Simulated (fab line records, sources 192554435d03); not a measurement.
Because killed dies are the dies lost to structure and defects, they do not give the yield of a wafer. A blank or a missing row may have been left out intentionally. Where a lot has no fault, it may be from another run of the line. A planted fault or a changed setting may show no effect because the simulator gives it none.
Problem report, 8D (eight disciplines) form, completed by code ; flow n5-finfet ; the parts of the form that need people (team, actions taken, sign-off) are left out

== 1. THE PROBLEM ==
Wafers without a fault read 5.24 s, standard deviation 0.15; etch-rf-on-time-s at N5_BEOL_M5_ETCH_75 reads a mean of 3.08 s on 5 wafers belonging to 2 lots. Measured from the usual mean, that is -14 standard deviations.
The step: etches underlayer in N2/H2, target depth 6.5 nm, time 5.2 s.
The first sign was on wafer L783.1 at day 12 16:11, on rie-diel-05. The record holds 33 wafers of 11 lots with a number at this step. Rule for "out", or "out of limits": more than 4 standard deviations from the usual mean. The other wafers with a number count as sound.

== 2. WHAT IT IS, AND WHAT IT ISN'T ==
question;is;is not
which readings at this step;etch-rf-on-time-s;drypump-motor-current-A, showerhead-plenum-p-Torr
which lots;L783, L785;L768, L769, L773, L775, L780, L782, L786, L787, L791
which wafers of those lots;L783.1, L783.3, L783.6, L785.3, L785.6;L785.4
read on which tools;rie-diel-05;rie-diel-02, rie-diel-03
when;from day 12 16:11;"up to then (18 sound wafers); but 10 sound wafers of L785, L786, L787, L791 came after"

== 3. SUSPECTS, AND WHAT RULES EACH OUT ==
Counting: if a tool at a process step up to the reading ran every lot that is out, it stays a suspect. Sound lots after the first of them don't rule it out here, since some wafers of a struck lot are sound.
- rie-diel-05 at N5_BEOL_M5_ETCH_75 (etches underlayer in N2/H2, target depth 6.5 nm, time 5.2 s): kept. Ran every lot that is out, first one L783 (day 12 16:11); last sound lot up to then L782 (day 11 21:06). Its own etch-rf-on-time-s readings are out on those wafers.
Left after counting: rie-diel-05 at N5_BEOL_M5_ETCH_75.

== 4. THE CAUSE (what the simulator had put in) ==
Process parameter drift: rie-diel-05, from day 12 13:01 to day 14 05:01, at N5_BEOL_M5_ETCH_75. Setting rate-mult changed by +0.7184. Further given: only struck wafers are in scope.
After counting, this tool was the only one left.

== 5. THE CHAIN OF EFFECTS, in route order ==
Each row: a reading where the mean over the struck wafers with a number is more than 3 standard deviations away from the usual. Only readings whose record carries a usual standard deviation are examined. hours: median over the lots of the time between each lot's start at the first step of this table that gives one and its start at this step. sigmas: the change, counted in usual standard deviations.
hours;step;reading;usual;on struck wafers;change;sigmas
0;N5_BEOL_M5_ETCH_75;etch-rf-on-time-s;5.24 s;3.08;-2.16;-14
Its process steps:
- N5_BEOL_M5_ETCH_75: etches underlayer in N2/H2, target depth 6.5 nm, time 5.2 s.

== 6. HOW IT WOULD HAVE BEEN CAUGHT EARLIER ==
First out-of-limits reading in this record: day 12 16:11, which is 3 hours after fault onset at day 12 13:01.
